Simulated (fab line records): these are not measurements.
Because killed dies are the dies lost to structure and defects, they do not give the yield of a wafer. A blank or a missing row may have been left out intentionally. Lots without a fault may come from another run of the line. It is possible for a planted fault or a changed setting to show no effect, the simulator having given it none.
The tool behind it: which one? + flow n5Finfet + 24 lots with 72 wafers sampled at 6 steps, on a route of 1938 steps

WHAT THE GAUGES SHOWED, per wafer
N5_MOL_CONTACT_COAG_CD_MEAS_08: the cd target is 28 nm.
| lot  | measured     | on       | cdNm (nm)         |
|------|--------------|----------|-------------------|
| L074 | day 4 14:24  | cdSem-01 | 28.17 28.37 28.29 |
| L075 | day 4 18:59  | cdSem-01 | 27.83 27.91 28.01 |
| L076 | day 5 04:43  | cdSem-02 | 28.13 28.26 27.83 |
| L077 | day 5 12:21  | cdSem-01 | 27.68 27.91 27.84 |
| L078 | day 5 14:14  | cdSem-03 | 28.09 27.66 27.86 |
| L079 | day 5 20:03  | cdSem-03 | 28.00 28.13 27.81 |
| L080 | day 6 05:19  | cdSem-02 | 27.99 28.15 28.02 |
| L081 | day 6 08:55  | cdSem-02 | 27.71 27.85 27.85 |
| L082 | day 6 13:41  | cdSem-02 | 28.45 28.12 28.22 |
| L083 | day 6 19:48  | cdSem-03 | 28.46 28.11 27.62 |
| L084 | day 7 05:52  | cdSem-01 | 28.12 27.76 28.10 |
| L085 | day 7 09:31  | cdSem-01 | 28.30 28.16 28.38 |
| L086 | day 7 19:04  | cdSem-03 | 28.25 28.34 28.41 |
| L087 | day 7 23:51  | cdSem-02 | 28.08 28.04 27.74 |
| L088 | day 8 02:50  | cdSem-03 | 27.82 27.79 27.74 |
| L089 | day 8 09:14  | cdSem-01 | 28.07 27.67 27.76 |
| L090 | day 8 14:43  | cdSem-02 | 28.27 27.89 28.03 |
| L091 | day 8 21:28  | cdSem-03 | 28.22 27.93 27.60 |
| L092 | day 9 02:14  | cdSem-01 | 27.79 28.20 28.04 |
| L093 | day 9 09:55  | cdSem-03 | 28.35 28.14 28.63 |
| L094 | day 9 12:59  | cdSem-02 | 28.14 28.36 28.23 |
| L095 | day 9 20:37  | cdSem-03 | 27.83 28.02 27.45 |
| L096 | day 10 03:23 | cdSem-01 | 28.11 28.15 28.15 |
| L097 | day 10 09:22 | cdSem-01 | 28.06 27.91 28.01 |

N5_MOL_CONTACT_COAG_INSPECT_10: inspects for defects (brightfield).
| lot  | measured     | on               | rawDefectCount |
|------|--------------|------------------|----------------|
| L074 | day 4 14:29  | defectInspect-01 | 100 59 53      |
| L075 | day 4 19:04  | defectInspect-02 | 69 147 120     |
| L076 | day 5 04:49  | defectInspect-02 | 102 57 58      |
| L077 | day 5 12:26  | defectInspect-01 | 33 53 42       |
| L078 | day 5 14:19  | defectInspect-01 | 31 33 37       |
| L079 | day 5 20:08  | defectInspect-02 | 82 81 56       |
| L080 | day 6 05:25  | defectInspect-01 | 47 68 44       |
| L081 | day 6 09:01  | defectInspect-01 | 53 51 36       |
| L082 | day 6 13:47  | defectInspect-01 | 98 85 95       |
| L083 | day 6 19:53  | defectInspect-02 | 49 22 81       |
| L084 | day 7 05:58  | defectInspect-01 | 79 80 55       |
| L085 | day 7 09:35  | defectInspect-01 | 121 141 69     |
| L086 | day 7 19:10  | defectInspect-01 | 162 97 76      |
| L087 | day 7 23:56  | defectInspect-02 | 96 59 62       |
| L088 | day 8 02:55  | defectInspect-02 | 41 91 34       |
| L089 | day 8 09:19  | defectInspect-01 | 92 99 185      |
| L090 | day 8 14:47  | defectInspect-01 | 70 72 74       |
| L091 | day 8 21:32  | defectInspect-02 | 57 71 56       |
| L092 | day 9 02:20  | defectInspect-02 | 40 56 42       |
| L093 | day 9 10:00  | defectInspect-02 | 38 50 48       |
| L094 | day 9 13:04  | defectInspect-02 | 36 114 71      |
| L095 | day 9 20:43  | defectInspect-02 | 71 70 89       |
| L096 | day 10 03:28 | defectInspect-02 | 91 122 115     |
| L097 | day 10 09:27 | defectInspect-02 | 38 85 46       |

N5_MOL_CONTACT_COAG_THK_MEAS_29.
| lot  | measured     | on           | MD_CAP_THK (nm)   |
|------|--------------|--------------|-------------------|
| L074 | day 5 01:44  | filmMetro-01 | 18.00 18.03 17.93 |
| L075 | day 5 05:43  | filmMetro-02 | 18.01 17.82 17.89 |
| L076 | day 5 13:12  | filmMetro-01 | 17.85 17.85 17.91 |
| L077 | day 5 20:53  | filmMetro-01 | 17.97 17.95 17.95 |
| L078 | day 5 22:07  | filmMetro-01 | 17.92 18.01 17.94 |
| L079 | day 6 03:31  | filmMetro-02 | 17.99 18.07 17.98 |
| L080 | day 6 14:49  | filmMetro-01 | 18.12 17.94 17.96 |
| L081 | day 6 18:46  | filmMetro-01 | 17.94 18.05 18.08 |
| L082 | day 6 23:28  | filmMetro-01 | 17.88 17.91 18.05 |
| L083 | day 7 03:22  | filmMetro-01 | 18.02 18.07 17.88 |
| L084 | day 7 16:20  | filmMetro-01 | 17.94 17.98 17.90 |
| L085 | day 7 17:18  | filmMetro-02 | 17.88 17.89 17.93 |
| L086 | day 8 04:50  | filmMetro-02 | 17.75 17.89 17.93 |
| L087 | day 8 09:53  | filmMetro-02 | 18.01 18.03 17.95 |
| L088 | day 8 13:05  | filmMetro-01 | 17.78 17.82 17.72 |
| L089 | day 8 17:05  | filmMetro-02 | 17.98 17.98 17.95 |
| L090 | day 8 23:35  | filmMetro-01 | 17.87 17.97 18.01 |
| L091 | day 9 07:05  | filmMetro-01 | 17.88 18.01 17.90 |
| L092 | day 9 11:54  | filmMetro-02 | 17.95 17.98 18.04 |
| L093 | day 9 17:58  | filmMetro-01 | 18.00 18.02 18.06 |
| L094 | day 9 20:46  | filmMetro-02 | 17.77 17.97 17.79 |
| L095 | day 10 05:44 | filmMetro-01 | 18.02 18.01 17.90 |
| L096 | day 10 11:14 | filmMetro-02 | 18.00 17.78 17.96 |
| L097 | day 10 17:41 | filmMetro-01 | 18.01 17.96 18.06 |

WHICH TOOL RAN EACH LOT (tool, then ch and the chambers of the sampled wafers, then the start)
| lot  | N5_GATE_CUT_VAPOR_ETCH_48        | N5_MOL_CONTACT_COAG_ETCH_105      | N5_MOL_CONTACT_COAG_PRE_CLEAN_141 |
|------|----------------------------------|-----------------------------------|-----------------------------------|
| L074 | rieMetal-02 ch 1, day 4 11:11    | rieDiel-02 ch 1,2, day 4 14:34    | pvdSputter-03, day 4 19:29        |
| L075 | rieMetal-01 ch 0,1, day 4 15:33  | rieDiel-03 ch 0,2,3, day 4 19:10  | pvdSputter-01, day 4 21:10        |
| L076 | rieMetal-03 ch 0,1, day 5 00:22  | rieDiel-03 ch 1,2, day 5 04:54    | pvdSputter-03, day 5 07:53        |
| L077 | rieMetal-03 ch 0,1, day 5 08:23  | rieDiel-03 ch 0,1,2, day 5 12:32  | pvdSputter-01, day 5 16:10        |
| L078 | rieMetal-02 ch 0,1, day 5 11:01  | rieDiel-03 ch 0,2,3, day 5 14:25  | pvdSputter-01, day 5 17:04        |
| L079 | rieMetal-03 ch 0,1, day 5 16:53  | rieDiel-03 ch 0,2,3, day 5 20:13  | pvdSputter-03, day 5 21:58        |
| L080 | rieMetal-02 ch 0, day 6 02:02    | rieDiel-06 ch 0,2, day 6 05:33    | pvdSputter-03, day 6 08:55        |
| L081 | rieMetal-03 ch 0,1, day 6 05:48  | rieDiel-02 ch 0,1,3, day 6 09:06  | pvdSputter-01, day 6 12:05        |
| L082 | rieMetal-01 ch 0,1, day 6 10:36  | rieDiel-06 ch 1,2, day 6 13:58    | pvdSputter-02, day 6 16:53        |
| L083 | rieMetal-01 ch 0, day 6 16:37    | rieDiel-02 ch 0,1,2, day 6 20:11  | pvdSputter-02, day 6 21:55        |
| L084 | rieMetal-01 ch 0, day 7 02:19    | rieDiel-03 ch 1,2,3, day 7 06:12  | pvdSputter-02, day 7 10:34        |
| L085 | rieMetal-02 ch 0,1, day 7 06:00  | rieDiel-06 ch 1,2,3, day 7 09:41  | pvdSputter-02, day 7 11:22        |
| L086 | rieMetal-02 ch 0,1, day 7 15:52  | rieDiel-06 ch 0,1,2, day 7 19:14  | pvdSputter-02, day 7 21:10        |
| L087 | rieMetal-03 ch 0,1, day 7 20:35  | rieDiel-06 ch 0,1,3, day 8 00:01  | pvdSputter-01, day 8 03:23        |
| L088 | rieMetal-02 ch 0,1, day 7 23:44  | rieDiel-03 ch 0,1, day 8 03:01    | pvdSputter-01, day 8 06:22        |
| L089 | rieMetal-02 ch 0,1, day 8 05:58  | rieDiel-03 ch 0,1,2, day 8 09:25  | pvdSputter-02, day 8 11:16        |
| L090 | rieMetal-02 ch 0,1, day 8 11:30  | rieDiel-02 ch 1,2,3, day 8 14:53  | pvdSputter-01, day 8 16:38        |
| L091 | rieMetal-02 ch 0, day 8 17:37    | rieDiel-06 ch 0,3, day 8 21:59    | pvdSputter-01, day 9 00:31        |
| L092 | rieMetal-02 ch 0,1, day 8 23:00  | rieDiel-06 ch 0,1,3, day 9 02:25  | pvdSputter-02, day 9 05:01        |
| L093 | rieMetal-02 ch 0, day 9 06:33    | rieDiel-06 ch 0,2, day 9 10:05    | pvdSputter-02, day 9 13:13        |
| L094 | rieMetal-03 ch 0,1, day 9 09:52  | rieDiel-03 ch 1,2,3, day 9 13:20  | pvdSputter-01, day 9 15:06        |
| L095 | rieMetal-02 ch 0, day 9 17:26    | rieDiel-02 ch 1,2, day 9 20:49    | pvdSputter-01, day 9 23:20        |
| L096 | rieMetal-01 ch 0,1, day 10 00:10 | rieDiel-02 ch 2,3, day 10 03:52   | pvdSputter-02, day 10 05:47       |
| L097 | rieMetal-01 ch 1, day 10 06:04   | rieDiel-06 ch 1,2,3, day 10 09:41 | pvdSputter-03, day 10 12:19       |
- N5_GATE_CUT_VAPOR_ETCH_48: etches TiN in BCl3/Cl2.
- N5_MOL_CONTACT_COAG_ETCH_105: etches SiARC in CF4, target depth 15.6 nm, time 26 s.
- N5_MOL_CONTACT_COAG_PRE_CLEAN_141: time 60 s.

AS READ BY THE TOOLS THEMSELVES (means over the sampled wafers that have a number; for cases with no such wafer, the mark the record gives instead)
N5_GATE_CUT_VAPOR_ETCH_48.
| lot  | tool        | drypumpMotorCurrentA (A) | oesProductAu (a.u.) |
|------|-------------|--------------------------|---------------------|
| L074 | rieMetal-02 | 5.5                      | 0.62                |
| L075 | rieMetal-01 | 6.2                      | 0.61                |
| L076 | rieMetal-03 | 5.6                      | 0.67                |
| L077 | rieMetal-03 | 5.6                      | 0.68                |
| L078 | rieMetal-02 | 5.7                      | 0.86                |
| L079 | rieMetal-03 | 5.6                      | 0.68                |
| L080 | rieMetal-02 | 5.9                      | 0.95                |
| L081 | rieMetal-03 | 5.6                      | 0.67                |
| L082 | rieMetal-01 | 6.2                      | 0.59                |
| L083 | rieMetal-01 | 6.6                      | 0.60                |
| L084 | rieMetal-01 | 6.5                      | 0.60                |
| L085 | rieMetal-02 | 5.8                      | 0.83                |
| L086 | rieMetal-02 | 5.8                      | 0.82                |
| L087 | rieMetal-03 | 5.6                      | 0.67                |
| L088 | rieMetal-02 | 5.6                      | 0.72                |
| L089 | rieMetal-02 | 5.6                      | 0.72                |
| L090 | rieMetal-02 | 5.6                      | 0.71                |
| L091 | rieMetal-02 | 5.9                      | 0.91                |
| L092 | rieMetal-02 | 5.8                      | 0.81                |
| L093 | rieMetal-02 | 5.9                      | 0.90                |
| L094 | rieMetal-03 | 5.6                      | 0.67                |
| L095 | rieMetal-02 | 5.9                      | 0.89                |
| L096 | rieMetal-01 | 5.9                      | 0.82                |
| L097 | rieMetal-01 | 5.6                      | 0.94                |

N5_MOL_CONTACT_COAG_ETCH_105.
| lot  | tool       | drypumpMotorCurrentA (A) | etchRfOnTimeS (s) | oesProductAu (a.u.) | rfVppV (V) | showerheadPlenumPTorr (Torr) | throttleValvePct (%) |
|------|------------|--------------------------|-------------------|---------------------|------------|------------------------------|----------------------|
| L074 | rieDiel-02 | 5.7                      | 25.7              | 0.64                | 184.7      | 2.19                         | 15.75                |
| L075 | rieDiel-03 | 5.8                      | 26.1              | 0.70                | 184.7      | 2.16                         | 15.51                |
| L076 | rieDiel-03 | 5.8                      | 25.8              | 0.62                | 185.0      | 2.17                         | 15.56                |
| L077 | rieDiel-03 | 5.6                      | 26.0              | 0.64                | 183.9      | 2.14                         | 15.59                |
| L078 | rieDiel-03 | 5.9                      | 26.3              | 0.68                | 184.2      | 2.16                         | 15.53                |
| L079 | rieDiel-03 | 5.8                      | 26.2              | 0.68                | 184.3      | 2.15                         | 15.53                |
| L080 | rieDiel-06 | 6.1                      | 25.7              | 0.62                | 182.9      | 2.10                         | 15.85                |
| L081 | rieDiel-02 | 5.7                      | 26.5              | 0.61                | 184.9      | 2.16                         | 15.86                |
| L082 | rieDiel-06 | 5.7                      | 26.3              | 0.62                | 182.9      | 2.10                         | 15.91                |
| L083 | rieDiel-02 | 5.6                      | 26.3              | 0.61                | 184.6      | 2.16                         | 15.72                |
| L084 | rieDiel-03 | 5.8                      | 25.8              | 0.65                | 184.5      | 2.20                         | 15.54                |
| L085 | rieDiel-06 | 5.6                      | 25.9              | 0.63                | 183.6      | 2.07                         | 15.75                |
| L086 | rieDiel-06 | 5.8                      | 25.9              | 0.62                | 183.7      | 2.13                         | 15.86                |
| L087 | rieDiel-06 | 5.5                      | 25.7              | 0.64                | 184.8      | 2.13                         | 15.67                |
| L088 | rieDiel-03 | 5.4                      | 25.5              | 0.63                | 184.6      | 2.16                         | 15.64                |
| L089 | rieDiel-03 | 5.7                      | 25.7              | 0.63                | 183.6      | 2.13                         | 15.63                |
| L090 | rieDiel-02 | 5.6                      | 26.0              | 0.62                | 184.1      | 2.15                         | 15.88                |
| L091 | rieDiel-06 | 5.4                      | 25.9              | 0.63                | 182.7      | 2.10                         | 15.53                |
| L092 | rieDiel-06 | 5.5                      | 26.3              | 0.62                | 183.9      | 2.13                         | 15.70                |
| L093 | rieDiel-06 | 6.1                      | 25.5              | 0.77                | 186.4      | 2.26                         | 15.54                |
| L094 | rieDiel-03 | 5.8                      | 25.8              | 0.64                | 185.4      | 2.20                         | 15.59                |
| L095 | rieDiel-02 | 5.7                      | 25.7              | 0.61                | 184.5      | 2.18                         | 15.84                |
| L096 | rieDiel-02 | 5.5                      | 25.3              | 0.62                | 184.5      | 2.12                         | 15.99                |
| L097 | rieDiel-06 | 5.6                      | 26.0              | 0.68                | 183.6      | 2.15                         | 15.62                |

N5_MOL_CONTACT_COAG_PRE_CLEAN_141.
| lot  | tool          | heaterPowerW (W) |
|------|---------------|------------------|
| L074 | pvdSputter-03 | 416              |
| L075 | pvdSputter-01 | 462              |
| L076 | pvdSputter-03 | 431              |
| L077 | pvdSputter-01 | 460              |
| L078 | pvdSputter-01 | 454              |
| L079 | pvdSputter-03 | 442              |
| L080 | pvdSputter-03 | 498              |
| L081 | pvdSputter-01 | 448              |
| L082 | pvdSputter-02 | 465              |
| L083 | pvdSputter-02 | 467              |
| L084 | pvdSputter-02 | 431              |
| L085 | pvdSputter-02 | 469              |
| L086 | pvdSputter-02 | 492              |
| L087 | pvdSputter-01 | 458              |
| L088 | pvdSputter-01 | 452              |
| L089 | pvdSputter-02 | 457              |
| L090 | pvdSputter-01 | 461              |
| L091 | pvdSputter-01 | 460              |
| L092 | pvdSputter-02 | 504              |
| L093 | pvdSputter-02 | 458              |
| L094 | pvdSputter-01 | 462              |
| L095 | pvdSputter-01 | 459              |
| L096 | pvdSputter-02 | 471              |
| L097 | pvdSputter-03 | 466              |

THE ANSWER, worked out from the rows above alone
Rule: what is usual is taken from the lots themselves. Put in order of their means at a reading, lots are off if they are a third of the lots or fewer, leave a main group of 4 or more, and stand apart from it by a gap of 3 or more times the standard deviation of the main group's means; of several such gaps the widest counts. Not used: any main group whose means are identical at the precision the tables above print for the reading. Also off: a lot with no number at a reading for which 4 or more lots have one. Any other lot the step has rows for is counted as sound. The gauges are gone through in route order, then the tools' own readings, and for those a lot's mean is taken as printed above. The first step at which some lot is off is used, and at that step the reading that is off furthest; a lot without a number counts as furthest.
Across all readings shown, no lot is off: no conclusion can be drawn from this.

WHAT HAD BEEN PUT IN BY THE SIMULATOR
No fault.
